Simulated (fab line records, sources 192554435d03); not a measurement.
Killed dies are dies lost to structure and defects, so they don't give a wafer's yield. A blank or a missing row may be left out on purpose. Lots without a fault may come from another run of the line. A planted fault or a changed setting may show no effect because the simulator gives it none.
fab line records | flow n5_finfet
record lots=6 wafers=18 last_day=18
route steps=1938 shown BEOL_M2@848 BEOL_M4@1111
lots that met no fault: from a run of the same line without faults
start_h: hours from the record's first day to the start of the lot's first wafer shown | wait_h: hours since the lot's step before | " the same as in the row above | L1.1+2: a row that stands for several wafers | - no value, or no start given | * or withheld: withheld | < > ~ a bound
route shown NAME@n: a module of which the file shows steps, and the number in the route of the first | usual: mean/standard deviation of fault-free wafers | same: alike in all rows | chamber/n: place in a boat | sites: the reading at each site | _std_site: their standard deviation | _edge_site: outer sites' mean less inner sites' | radius_mm: how far each site lies from the wafer's centre | mask NAME#n: copy n | behind: the tool/chamber that last shaped the wafer | hold: why the lot was held/for how many hours/how that ended | device: the transistor (n, p or np) that didn't switch | end of line: the same wafers' tests at the end of the route | a step without rows: its recipe alone | killed: dies lost to structure and defects at the first sort, not the wafer's yield | map: a wafer's dies, x killed, . not, _ none there
set.NAME: the setting as run; set.NAME@STEP: as run at that earlier step | model.NAME: the simulator's own value behind a step, which no gauge read
lots at some steps of the route; a table a step, a row a wafer
services: from which hour (start_h, from the record's first day; less than 0 if before it) a tool's chamber was out of use, for how many hours, and why
## steps
# step N5_BEOL_M2_COAT_05
# recipe resist=CAR-EUV spin_rpm=1500 resist_thk_nm=30
# step N5_BEOL_M2_EBR_07
# recipe solvent=PGMEA ebr_width_mm=1.5
# step N5_BEOL_M2_SOFTBAKE_06
# recipe temp_c=110 time_s=60 resist=CAR-EUV
# step N5_BEOL_M2_EXPOSE_08
# recipe mask_id=M2 na=0.33 source_shape=dipole sigma_inner=0.369 sigma_outer=0.767 polarization=unpolarized dose_mj=41.25
# step N5_BEOL_M2_PEB_09
# recipe peb_temp_c=100 peb_time_s=60 resist=CAR-EUV
# step N5_BEOL_M2_DEVELOP_10
# recipe develop_time_s=30 developer=TMAH resist=CAR-EUV rinse_liquid=surfactant_rinse dry=air_spin dev_temp_c=23
# step N5_BEOL_M2_CD_MEAS_11
# recipe target_cd_nm=16.79 landing_energy_ev=500 detector=se_inlens polarity=opening
# usual cd_nm=16.83/0.24
# columns lot.wafer tool chamber start_h wait_h cd_nm
L579.1 cd_sem-02 0 143.89 - 16.65
L579.2 " 0 " " 16.91
L579.6 " 0 " " 17.11
L587.3 cd_sem-02 0 190.63 - 16.80
L587.4 " 0 " " 16.38
L587.5 " 0 " " 16.82
L591.2 cd_sem-03 0 221.15 - 17.15
L591.5 " 0 " " 17.02
L591.6 " 0 " " 16.94
L595.1 cd_sem-02 0 241.92 - 16.77
L595.4 " 0 " " 16.40
L595.5 " 0 " " 16.60
L600.1 cd_sem-02 0 271.55 - 16.64
L600.2 " 0 " " 16.94
L600.4 " 0 " " 16.94
L601.2 cd_sem-02 0 275.18 - 16.47
L601.3 " 0 " " 17.33
L601.6 " 0 " " 16.68
# step N5_BEOL_M2_OVL_MEAS_12
# recipe points_per_wafer=522
# usual M2_OVL=-0.4/0.57
# columns lot.wafer tool chamber start_h wait_h M2_OVL[nm]
L579.1 overlay-01 0 143.92 0.0 -0.5
L579.2 " 0 " " -0.9
L579.6 " 0 " " -0.8
L587.3 overlay-02 0 190.67 0.0 -0.5
L587.4 " 0 " " -0.7
L587.5 " 0 " " -0.7
L591.2 overlay-01 0 221.19 0.0 -0.9
L591.5 " 0 " " -0.6
L591.6 " 0 " " -0.3
L595.1 overlay-02 0 241.95 0.0 -0.3
L595.4 " 0 " " -0.8
L595.5 " 0 " " 0.2
L600.1 overlay-01 0 271.58 0.0 0.0
L600.2 " 0 " " 0.6
L600.4 " 0 " " 0.5
L601.2 overlay-01 0 275.21 0.0 -1.8
L601.3 " 0 " " -1.5
L601.6 " 0 " " -1.6
# step N5_BEOL_M2_INSPECT_13
# recipe mode=adi inspect_instrument=brightfield
# usual raw_defect_count=400/81
# columns lot.wafer tool chamber start_h wait_h raw_defect_count
L579.1 defect_inspect-01 - 143.98 0.1 423
L579.2 " - " " 457
L579.6 " - " " 363
L587.3 defect_inspect-01 - 190.72 0.0 316
L587.4 " - " " 459
L587.5 " - " " 305
L591.2 defect_inspect-01 - 221.24 0.0 348
L591.5 " - " " 479
L591.6 " - " " 369
L595.1 defect_inspect-02 - 242.01 0.1 371
L595.4 " - " " 416
L595.5 " - " " 363
L600.1 defect_inspect-01 - 271.64 0.1 345
L600.2 " - " " 385
L600.4 " - " " 351
L601.2 defect_inspect-01 - 275.26 0.0 324
L601.3 " - " " 296
L601.6 " - " " 426
# step N5_BEOL_M2_DESCUM_16
# recipe chemistry=O2 time_s=7 source_power_w=50 bias_power_w=20 pressure_mtorr=20 rf_frequency_hz=2.712e+07 temp_c=40 resist=CAR-EUV o2_flow_sccm=225
# usual drypump_motor_current_A=5.6/0.35 oes_product_au=0.79/0.089 rf_vpp_V=243.5/1.4 showerhead_plenum_p_Torr=2.11/0.061 throttle_valve_pct=20.29/0.2
# columns lot.wafer tool chamber start_h wait_h drypump_motor_current_A oes_product_au rf_hours_counter_h rf_vpp_V showerhead_plenum_p_Torr throttle_valve_pct
L579.1 rie_diel-04 0 144.01 0.0 5.9 0.78 159 243.6 2.09 20.29
L579.2 " 3 " " 5.0 0.92 23 244.0 2.24 20.18
L579.6 " 1 " " 5.4 0.67 - 242.0 2.06 20.34
L587.3 rie_diel-05 3 190.83 0.1 5.7 0.70 212 243.1 2.09 20.44
L587.4 " 1 " " 5.4 0.99 2 241.9 2.06 20.34
L587.5 " 2 " " 5.7 0.70 - 242.9 2.15 19.96
L591.2 rie_diel-05 2 221.32 0.1 5.8 0.69 211 243.6 2.14 19.97
L591.5 " 3 " " 5.7 0.69 - 242.9 2.09 20.45
L591.6 " 2 " " 5.8 0.69 - 244.5 2.14 19.97
L595.1 rie_diel-05 3 242.04 0.0 5.7 0.69 228 243.8 2.08 20.46
L595.4 " 1 " " 5.4 0.93 18 243.0 2.06 20.39
L595.5 " 2 " " 5.8 0.70 - 245.1 2.14 19.97
L600.1 rie_diel-02 2 271.67 0.0 6.6 0.73 186 240.4 2.01 20.46
L600.2 " 3 " " 5.5 0.84 74 242.3 2.04 20.50
L600.4 " 1 " " 5.4 0.87 35 244.4 2.10 20.26
L601.2 rie_diel-02 3 275.30 0.0 5.5 0.84 75 242.2 2.04 20.48
L601.3 " 2 " " 6.6 0.73 187 240.0 2.01 20.46
L601.6 " 2 " " 6.6 0.73 - 242.2 2.01 20.46
# step N5_BEOL_M2_ETCH_74
# recipe chemistry=N2/H2 target=underlayer target_depth_a=65 mask_material=CAR-EUV time_s=5.2 ion_energy_ev=200 pressure_mtorr=30 source_w=840 bias_w=150 n2_flow_sccm=200 h2_flow_sccm=200 ends=cleared
# usual bias_w=150.0/0.44 drypump_motor_current_A=5.6/0.36 etch_rf_on_time_s=5.22/0.095 oes_product_au=0.68/0.076 rf_vpp_V=524.5/2.4 showerhead_plenum_p_Torr=2.57/0.082 throttle_valve_pct=17.73/0.21
# columns lot.wafer tool chamber start_h wait_h bias_w drypump_motor_current_A etch_rf_on_time_s oes_product_au rf_hours_counter_h rf_vpp_V showerhead_plenum_p_Torr throttle_valve_pct
L579.1 rie_diel-04 0 144.05 0.0 150.0 5.9 5.26 0.65 159 524.7 2.55 17.71
L579.2 " 3 " " 149.5 4.9 5.02 0.80 23 527.0 2.71 17.64
L579.6 " 1 " " 149.8 5.4 5.25 0.59 - 523.2 2.52 17.92
L587.3 rie_diel-05 3 190.86 0.0 149.2 5.7 5.27 0.59 212 523.1 2.50 17.62
L587.4 " 1 " " 150.6 5.4 5.01 0.84 2 523.9 2.51 17.78
L587.5 " 2 " " 150.1 5.8 5.17 0.61 - 526.7 2.62 17.40
L591.2 rie_diel-05 2 221.36 0.0 149.7 5.8 5.24 0.59 211 527.1 2.62 17.39
L591.5 " 3 " " 150.7 5.7 5.25 0.60 - 522.0 2.49 17.64
L591.6 " 2 " " 149.3 5.8 5.19 0.59 - 524.6 2.62 17.44
L595.1 rie_diel-05 3 242.08 0.0 150.1 5.7 5.36 0.59 228 524.5 2.49 17.62
L595.4 " 1 " " 150.7 5.4 5.02 0.79 18 525.0 2.50 17.82
L595.5 " 2 " " 150.0 5.8 5.23 0.59 - 525.9 2.61 17.46
L600.1 rie_diel-02 2 271.71 0.0 151.0 6.6 5.30 0.62 186 518.9 2.41 17.80
L600.2 " 3 " " 150.8 5.5 5.39 0.70 74 523.4 2.48 17.90
L600.4 " 1 " " 150.7 5.3 5.14 0.74 35 524.4 2.60 17.90
L601.2 rie_diel-02 3 275.33 0.0 150.3 5.5 5.33 0.70 75 522.7 2.47 17.94
L601.3 " 2 " " 149.9 6.6 5.34 0.61 187 519.6 2.41 17.81
L601.6 " 2 " " 150.3 6.6 5.39 0.61 - 522.3 2.41 17.82
# step N5_BEOL_M2_ETCH_63
# recipe chemistry=CF4 target=SiARC target_depth_a=156 mask_material=CAR-EUV time_s=26 ion_energy_ev=80 pressure_mtorr=40 source_w=545 bias_w=36 Ar_flow_sccm=100 cf4_flow_sccm=100 ends=cleared
# usual bias_w=36.00/0.1 drypump_motor_current_A=5.6/0.35 etch_rf_on_time_s=26.1/0.48 oes_product_au=0.68/0.077 rf_vpp_V=184.3/1.2 showerhead_plenum_p_Torr=2.16/0.063 throttle_valve_pct=15.49/0.19
# columns lot.wafer tool chamber start_h wait_h bias_w drypump_motor_current_A etch_rf_on_time_s oes_product_au rf_hours_counter_h rf_vpp_V showerhead_plenum_p_Torr throttle_valve_pct
L579.1 rie_diel-04 0 144.06 0.0 36.09 5.9 26.5 0.65 159 184.8 2.14 15.47
L579.2 " 3 " " 36.10 5.0 25.8 0.80 23 185.1 2.27 15.21
L579.6 " 1 " " 36.16 5.4 26.4 0.58 - 183.7 2.09 15.50
L587.3 rie_diel-05 3 190.88 0.0 35.99 5.7 26.7 0.59 212 185.7 2.13 15.59
L587.4 " 1 " " 36.05 5.4 25.3 0.84 2 183.8 2.11 15.44
L587.5 " 2 " " 36.06 5.8 25.8 0.60 - 185.6 2.21 15.32
L591.2 rie_diel-05 2 221.38 0.0 35.95 5.8 26.0 0.59 211 184.6 2.20 15.34
L591.5 " 3 " " 36.12 5.7 26.7 0.59 - 185.5 2.12 15.61
L591.6 " 2 " " 36.04 5.7 26.3 0.59 - 184.8 2.20 15.36
L595.1 rie_diel-05 3 242.09 0.0 35.80 5.7 26.7 0.59 228 183.1 2.12 15.61
L595.4 " 1 " " 36.15 5.4 25.3 0.80 18 183.0 2.11 15.47
L595.5 " 2 " " 35.96 5.8 25.9 0.58 - 184.2 2.20 15.36
L600.1 rie_diel-02 2 271.72 0.0 36.04 6.6 26.2 0.62 186 180.6 2.04 15.56
L600.2 " 3 " " 36.07 5.5 25.9 0.73 74 183.3 2.10 15.68
L600.4 " 1 " " 36.15 5.3 25.5 0.74 35 184.1 2.18 15.60
L601.2 rie_diel-02 3 275.35 0.0 36.08 5.5 26.7 0.71 75 184.6 2.10 15.69
L601.3 " 2 " " 36.14 6.6 26.9 0.62 187 182.7 2.04 15.56
L601.6 " 2 " " 36.18 6.6 26.7 0.62 - 182.0 2.04 15.57
# step N5_BEOL_M2_ETCH_64
# recipe chemistry=N2/H2 target=SOC target_depth_a=750 overetch_a=225 mask_material=SiARC temp_c=40 time_s=121.9 ion_energy_ev=200 pressure_mtorr=30 source_w=840 bias_w=150 n2_flow_sccm=200 h2_flow_sccm=200
# usual bias_w=150.0/0.45 drypump_motor_current_A=5.6/0.35 oes_product_au=0.60/0.065 rf_vpp_V=524.5/2.3 showerhead_plenum_p_Torr=2.57/0.082 throttle_valve_pct=17.68/0.21
# columns lot.wafer tool chamber start_h wait_h bias_w drypump_motor_current_A oes_product_au rf_hours_counter_h rf_vpp_V showerhead_plenum_p_Torr throttle_valve_pct model.SiARC_of_BEOL_M2_COAT_62.thk_nm
L579.1 rie_diel-04 0 144.09 0.0 149.7 5.9 0.58 159 523.9 2.55 17.69 6.4
L579.2 " 3 " " 149.8 5.0 0.70 23 528.6 2.71 17.58 6.2
L579.6 " 1 " " 150.1 5.4 0.52 - 523.5 2.52 17.89 6.4
L587.3 rie_diel-05 3 190.91 0.0 149.1 5.7 0.54 212 522.7 2.50 17.57 6.4
L587.4 " 1 " " 149.4 5.4 0.74 2 521.5 2.51 17.74 6.2
L587.5 " 2 " " 149.6 5.8 0.53 - 525.6 2.62 17.37 6.4
L591.2 rie_diel-05 2 221.40 0.0 141.8 5.8 0.53 211 509.0 2.62 17.38 6.8
L591.5 " 3 " " 149.9 5.7 0.54 - 522.0 2.49 17.58 6.2
L591.6 " 2 " " 141.8 5.8 0.53 - 509.2 2.62 17.39 6.8
L595.1 rie_diel-05 3 242.12 0.0 151.0 5.7 0.53 228 522.8 2.49 17.58 6.2
L595.4 " 1 " " 149.6 5.4 0.70 18 522.8 2.50 17.78 6.2
L595.5 " 2 " " 142.2 5.8 0.53 - 510.6 2.61 17.38 6.8
L600.1 rie_diel-02 2 271.75 0.0 149.7 6.6 0.56 186 520.1 2.41 17.75 6.4
L600.2 " 3 " " 149.7 5.5 0.64 74 521.4 2.47 17.87 6.6
L600.4 " 1 " " 149.7 5.4 0.65 35 523.8 2.60 17.86 6.2
L601.2 rie_diel-02 3 275.38 0.0 150.4 5.5 0.64 75 521.0 2.47 17.88 6.6
L601.3 " 2 " " 149.8 6.6 0.55 187 521.5 2.41 17.77 6.4
L601.6 " 2 " " 150.4 6.6 0.56 - 519.8 2.41 17.73 6.4
# step N5_BEOL_M2_STRIP_65
# recipe chemistry=N2/H2 temp_c=40 n2_flow_sccm=200 h2_flow_sccm=200 rf_frequency_hz=6e+07
# step N5_BEOL_M4_RC_MEAS_101
# usual DIBL_N=35.8/1.8 DIBL_P=35.9/2.2 IOFF_N=0.16/0.035 IOFF_P=0.21/0.04 ION_N=672/11 ION_P=461/7.4 SS_N=71.4/0.64 SS_P=73.2/0.67 VT_N=250/3.5 VT_P=-251/3.4
# columns lot.wafer tool chamber start_h wait_h DIBL_N[mV/V] DIBL_P[mV/V] IOFF_N[nA/um] IOFF_P[nA/um] ION_N[uA/um] ION_P[uA/um] SS_N[mV/dec] SS_P[mV/dec] VT_N[mV] VT_P[mV]
L579.1 prober-01 0 183.10 0.0 34.2 35.4 0.17 0.23 678 466 71.7 73.4 246 -246
L579.2 " 0 " " 36.1 37.3 0.19 0.24 678 467 72.5 73.3 247 -248
L579.6 " 0 " " 35.5 36.5 0.19 0.24 685 472 71.4 72.6 246 -247
L587.3 prober-01 0 218.83 0.3 39.5 39.7 0.23 0.26 674 458 73.1 74.3 246 -246
L587.4 " 0 " " 37.6 38.1 0.19 0.24 679 464 71.7 74.0 248 -248
L587.5 " 0 " " 37.3 38.0 0.19 0.25 679 461 72.2 74.4 247 -246
L591.2 prober-02 0 256.55 0.2 37.4 38.2 0.18 0.24 683 465 71.2 73.5 249 -246
L591.5 " 0 " " 37.3 36.5 0.17 0.21 670 459 71.1 73.5 251 -250
L591.6 " 0 " " 35.1 35.0 0.13 0.19 676 464 71.3 72.9 254 -250
L595.1 prober-01 0 273.36 0.0 35.3 34.5 0.14 0.15 674 447 70.9 72.8 252 -259
L595.4 " 0 " " 35.0 34.2 0.13 0.15 663 447 70.7 72.6 256 -260
L595.5 " 0 " " 33.5 32.8 0.11 0.13 656 444 70.4 73.1 256 -258
L600.1 prober-02 0 308.84 0.0 37.2 35.6 0.16 0.21 680 468 71.4 72.7 250 -251
L600.2 " 0 " " 34.5 31.9 0.12 0.17 660 462 71.7 72.6 254 -253
L600.4 " 0 " " 35.4 33.2 0.13 0.18 665 455 71.1 73.0 253 -253
L601.2 prober-02 0 311.90 0.2 34.7 34.3 0.12 0.19 668 464 71.0 72.5 252 -254
L601.3 " 0 " " 34.1 33.1 0.11 0.17 656 458 71.3 72.1 254 -255
L601.6 " 0 " " 32.9 32.5 0.10 0.17 659 462 70.3 72.9 254 -253
## services
# columns tool chamber start_h hours kind
rie_diel-02 2 123.38 3.3 repair
rie_diel-02 3 124.20 18.9 repair
rie_diel-05 2 127.78 5.4 repair
rie_diel-04 0 133.20 5.6 repair
rie_diel-02 1 143.12 - clean
rie_diel-02 1 143.12 - consumable_replace:focus_ring
rie_diel-02 1 143.12 20.1 scheduled_down
rie_diel-02 1 143.12 20.1 vent_cycle
rie_diel-04 1 144.24 - clean
rie_diel-04 1 144.24 - consumable_replace:focus_ring
rie_diel-05 1 153.82 - clean
rie_diel-05 1 153.82 - consumable_replace:focus_ring
rie_diel-05 1 153.82 20.4 scheduled_down
rie_diel-05 1 153.82 20.4 vent_cycle
rie_diel-05 3 207.52 3.0 repair
rie_diel-04 2 266.00 8.9 repair
## key
first_sign step=N5_BEOL_M2_ETCH_64 reading=bias_w direction=down sigmas=18 usual=* struck=*
effect step=N5_BEOL_M2_ETCH_64 reading=rf_vpp_V direction=down sigmas=6.4 usual=524.5 struck=509.6
model_effect step=N5_BEOL_M2_ETCH_64 value=SiARC_of_BEOL_M2_COAT_62.thk_nm without=6.4 struck=6.8
met_at N5_BEOL_M2_ETCH_64
struck_wafers L591.2,L591.6,L595.5
onset_between 190.91 221.40
fault kind=process_parameter_drift tool=rie_diel-05 chamber=2 onset_h=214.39 steps=N5_BEOL_M2_ETCH_64 channel=bias_w offset=* shape=step end_h=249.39 acts_in=* stated=*
